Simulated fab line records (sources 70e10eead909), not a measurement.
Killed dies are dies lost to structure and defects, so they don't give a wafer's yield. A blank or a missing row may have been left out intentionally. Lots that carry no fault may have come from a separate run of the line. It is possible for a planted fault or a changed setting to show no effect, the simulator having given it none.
Which tool did it? + flow nand harc + 11 lots, 33 wafers sampled, at 1 step of a route of 1302

## WHAT THE GAUGES READ, wafer by wafer
NHARC_A_CONTACT_INSPECT_10.
| lot  | measured     | on                | raw defect count |
|------|--------------|-------------------|------------------|
| L144 | day 22 05:48 | defect inspect-01 | 61 55 66         |
| L145 | day 22 23:42 | defect inspect-01 | 60 53 65         |
| L147 | day 23 10:23 | defect inspect-01 | 127 120 109      |
| L149 | day 23 23:55 | defect inspect-01 | 97 110 107       |
| L148 | day 24 00:52 | defect inspect-01 | 65 67 65         |
| L158 | day 27 20:20 | defect inspect-02 | 81 70 99         |
| L160 | day 29 15:59 | defect inspect-01 | 141 157 148      |
| L162 | day 29 22:12 | defect inspect-01 | 23 27 19         |
| L161 | day 30 03:11 | defect inspect-02 | 140 147 134      |
| L163 | day 30 06:48 | defect inspect-01 | 70 74 94         |
| L166 | day 31 17:21 | defect inspect-02 | 17 18 25         |

## WHICH TOOL RAN EACH LOT (tool, then ch and the chambers of the sampled wafers, then the start)
The record shows no process step preceding these readings.

## AS READ BY THE TOOLS THEMSELVES (means over the sampled wafers that have a number; for cases with no such wafer, the mark the record gives instead)
The record holds no such reading with a usual standard deviation.

## THE ANSWER, worked out from the rows above alone
Rule: what is usual is taken from the lots themselves. Put in order of their means at a reading, lots are off if they are a third of the lots or fewer, leave a main group of 4 or more, and stand apart from it by a gap of 3 or more times the standard deviation of the main group's means; of several such gaps the widest counts. A main group is skipped when, at the precision printed for the reading in the tables above, its means are all equal. Also off: a lot with no number at a reading for which 4 or more lots have one. All remaining lots with rows at the step are treated as sound. Order of review: gauges by route order, followed by the tools' own readings, for which a lot's mean as printed above is used. At the first step where some lot is off, the reading lying furthest off is the one used; lots without a number count as furthest.
No lot is off at any reading shown: from this, nothing can be told.

## WHAT THE SIMULATOR PUT IN
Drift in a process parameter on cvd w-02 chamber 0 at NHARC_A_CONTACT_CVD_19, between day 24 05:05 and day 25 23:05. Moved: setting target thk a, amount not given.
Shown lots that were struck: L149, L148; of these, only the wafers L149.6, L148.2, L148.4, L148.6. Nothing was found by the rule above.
